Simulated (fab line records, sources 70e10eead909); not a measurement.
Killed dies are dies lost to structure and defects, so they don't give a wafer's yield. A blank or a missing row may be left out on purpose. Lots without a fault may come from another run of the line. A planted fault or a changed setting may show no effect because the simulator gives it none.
One fault seen from 2 desks | flow nand_harc | each desk has only its own numbers; what lay behind them comes last

THE TOOL OWNER'S DESK: rie_diel-01
The tool's own readings at NHARC_A_CONTACT_ETCH_76 (etches the open film in N2/H2, target depth 260 nm, time 475.3 s): means of the sampled wafers that have a number, for each lot that ran on this tool. A lot is out of limits, marked OUT, if its mean lies more than 4 standard deviations from the usual mean; the brackets give that distance.
Columns: A = drypump_motor_current_A at NHARC_A_CONTACT_ETCH_76, usual 5.86 A; B = n2_flow_sccm at NHARC_A_CONTACT_ETCH_76, usual 150.1 sccm; C = oes_product_au at NHARC_A_CONTACT_ETCH_76, usual 1.000 a.u.; D = rf_vpp_V at NHARC_A_CONTACT_ETCH_76, usual 430.5 V; E = showerhead_plenum_p_Torr at NHARC_A_CONTACT_ETCH_76, usual 2.04 Torr; F = throttle_valve_pct at NHARC_A_CONTACT_ETCH_76, usual 14.172 %
lot  | first seen here | A    | B     | C                | D     | E    | F
L369 | day 21 15:37    | 5.85 | 150.0 | 1.008            | 431.5 | 2.09 | 14.176
L372 | day 22 12:05    | 5.81 | 150.5 | 0.996            | 430.0 | 1.99 | 14.180
L370 | day 22 15:11    | 5.93 | 150.0 | 1.001            | 433.0 | 2.10 | 14.175
L373 | day 23 07:06    | 5.95 | 150.6 | 0.829 (-24) OUT  | 434.1 | 2.15 | 14.168
L375 | day 24 02:49    | 5.85 | 150.0 | 0.945 (-7.8) OUT | 431.3 | 2.04 | 14.180
L376 | day 24 22:22    | 5.86 | 150.1 | 0.906 (-13) OUT  | 430.8 | 2.06 | 14.173
L385 | day 28 10:26    | 6.00 | 150.1 | 1.004            | 432.0 | 2.11 | 14.175
L386 | day 30 00:02    | 5.85 | 149.8 | 0.993            | 430.7 | 2.04 | 14.171
L389 | day 30 10:20    | 5.83 | 149.8 | 1.000            | 430.3 | 2.04 | 14.170
L392 | day 30 17:57    | 5.80 | 149.8 | 0.998            | 430.2 | 2.02 | 14.172
L391 | day 31 08:29    | 5.95 | 150.1 | 1.002            | 431.2 | 2.05 | 14.178
This desk's finding: out of limits on L373, L375, L376; first on L373, day 23 07:06 (oes_product_au at NHARC_A_CONTACT_ETCH_76). In limits: L369, L372, L370, L385, L386, L389, L392, L391.

THE METROLOGY DESK
What the gauges read, lot by lot, whatever tool the lot ran on: means of the sampled wafers that have a number. A lot is out of limits, marked OUT, if its mean lies more than 4 standard deviations from the usual mean; the brackets give that distance.
Columns: A = cd_nm at NHARC_A_CONTACT_CD_MEAS_69, usual 300.2 nm
lot  | first seen here | A
L369 | day 21 15:13    | 300.0
L372 | day 22 11:43    | 299.8
L370 | day 22 14:49    | 300.4
L373 | day 23 06:43    | 299.8
L375 | day 24 02:24    | 300.2
L376 | day 24 21:56    | 300.1
L384 | day 27 11:44    | 300.2
L383 | day 27 12:05    | 300.1
L382 | day 27 15:01    | 300.7
L385 | day 28 10:02    | 300.2
L386 | day 29 23:38    | 300.0
L389 | day 30 09:54    | 300.5
L392 | day 30 17:02    | 300.4
L390 | day 30 18:08    | 299.9
L391 | day 31 07:55    | 300.3
This desk's finding: nothing out of limits on any of the 15 lots.

PUT TOGETHER
The tool owner's desk could have raised an alarm at day 23 07:06, on L373, L375, L376.
The metrology desk saw nothing out of limits.
The metrology desk has L373, L375, L376 on record, within its limits.
Of the lots named, all ran NHARC_A_CONTACT_ETCH_76 on rie_diel-01.

WHAT THE SIMULATOR HAD PUT IN
Process parameter drift: rie_diel-01, from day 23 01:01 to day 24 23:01, at NHARC_A_CONTACT_ETCH_76. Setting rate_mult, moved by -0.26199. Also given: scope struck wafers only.
Lots struck among those shown: L373, L375, L376.
Hours from the fault's start to each desk's first reading out of limits: the tool owner's desk, 6.
